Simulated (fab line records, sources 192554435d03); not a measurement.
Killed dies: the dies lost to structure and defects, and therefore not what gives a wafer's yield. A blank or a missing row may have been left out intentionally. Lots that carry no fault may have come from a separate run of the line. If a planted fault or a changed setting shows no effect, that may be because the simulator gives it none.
Problem report in the 8D (eight disciplines) form, filled by code | flow n5_finfet | the parts of the form that need people (team, actions taken, sign-off) are left out

== 1. THE PROBLEM ==
Mean of susceptor_temp_C at N5_DUMMY_GATE_CVD_03: 514.13 C across 6 wafers in 2 lots; on wafers with no fault it is 529.99 C (standard deviation 0.2). Measured from the usual mean, that is -79 standard deviations.
The step: deposits a-Si from SiH4, target thk 150 nm, time 8042 s.
First observed at day 5 16:17: wafer L424.1, on lpcvd-02. At this step, 42 wafers from 14 lots have a number in the record. Rule for "out", or "out of limits": more than 4 standard deviations from the usual mean. The rest of the wafers with a number are treated as sound.

== 2. WHAT IT IS, WHAT IT ISN'T ==
question                    | is                                                                                      | is not
which readings at this step | susceptor_temp_C, spike_tc_centre_C, spike_tc_lower_C, spike_tc_top_C, spike_tc_upper_C | -
which lots                  | L424, L425                                                                              | L412, L413, L415, L416, L417, L418, L419, L420, L421, L422, L423, L427
which wafers of those lots  | all that have a number                                                                  | -
read on which tools         | lpcvd-02                                                                                | lpcvd-01
when                        | from day 5 16:17                                                                        | up to then (33 sound wafers); but 3 sound wafers of L427 came after

== 3. WHAT RULES OUT EACH SUSPECT ==
Counting: a tool stays on the suspect list if, at a process step up to the reading, it processed all lots that are out and no sound lot following the first of them.
- rie_si-04 at N5_FIN_CUT_CUT_ETCH_15 (etches Si in HBr/Cl2/O2, target depth 100 nm, bt time 10 s, time 42.4 s): ruled out as a lasting fault. The sound lots L427 went through it after L424, its earliest lot that is out (day 5 06:05).
- plasma_asher-01 at N5_STI_FIN_REVEAL_OXIDATION_31 (chemistry O2 PLASMA REMOTE, time 20 s): kept. It ran every lot that is out, first L424 (day 5 15:22), and no sound lot after that; its last sound lot up to then is L423 (day 5 06:35).
- lpcvd-02 at N5_DUMMY_GATE_CVD_03 (deposits a-Si from SiH4, target thk 150 nm, time 8042 s): kept. It ran every lot that is out, first L424 (day 5 16:17), and no sound lot after that; its last sound lot up to then is L423 (day 5 07:29). Its own readings are out on those wafers: spike_tc_centre_C, spike_tc_lower_C, spike_tc_top_C, spike_tc_upper_C, susceptor_temp_C.
The count leaves lpcvd-02 at N5_DUMMY_GATE_CVD_03 and plasma_asher-01 at N5_STI_FIN_REVEAL_OXIDATION_31.

== 4. THE CAUSE (what the simulator had put in) ==
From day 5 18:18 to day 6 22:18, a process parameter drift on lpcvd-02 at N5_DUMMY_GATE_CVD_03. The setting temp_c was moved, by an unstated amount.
Counting leaves 2 suspects; this tool is one of them.

== 5. THE CHAIN OF EFFECTS, in route order ==
Rows list readings where the struck wafers' mean (over those with a number) sits beyond 3 standard deviations from the usual. Only readings for which the record gives a usual standard deviation are gone through. hours: the time from each lot's start at the first step in this table that gives one to its start at this step, as a median over the lots. sigmas: the change in usual standard deviations.
hours | step                 | reading            | usual    | on struck wafers | change | sigmas
0     | N5_DUMMY_GATE_CVD_03 | spike_tc_bottom_C  | 552.7 C  | 543.1            | -9.6   | -3.4
0     | N5_DUMMY_GATE_CVD_03 | spike_tc_centre_C  | 531.1 C  | 514.5            | -16.6  | -29
0     | N5_DUMMY_GATE_CVD_03 | spike_tc_lower_C   | 530.4 C  | 514.9            | -15.5  | -17
0     | N5_DUMMY_GATE_CVD_03 | spike_tc_top_C     | 553.0 C  | 542.0            | -11.0  | -4.3
0     | N5_DUMMY_GATE_CVD_03 | spike_tc_upper_C   | 530.2 C  | 513.9            | -16.3  | -16
0     | N5_DUMMY_GATE_CVD_03 | susceptor_temp_C   | 529.99 C | 514.13           | -15.86 | -79
4     | N5_DUMMY_GATE_CMP_04 | time_to_endpoint_s | 13.7 s   | 3.8              | -9.9   | -5.2
The process steps in it:
- N5_DUMMY_GATE_CVD_03: deposits a-Si from SiH4, target thk 150 nm, time 8042 s.
- N5_DUMMY_GATE_CMP_04: polishes a-Si.

== 6. HOW IT WOULD HAVE BEEN CAUGHT EARLIER ==
In this record the first reading out of limits was taken at day 5 16:17.
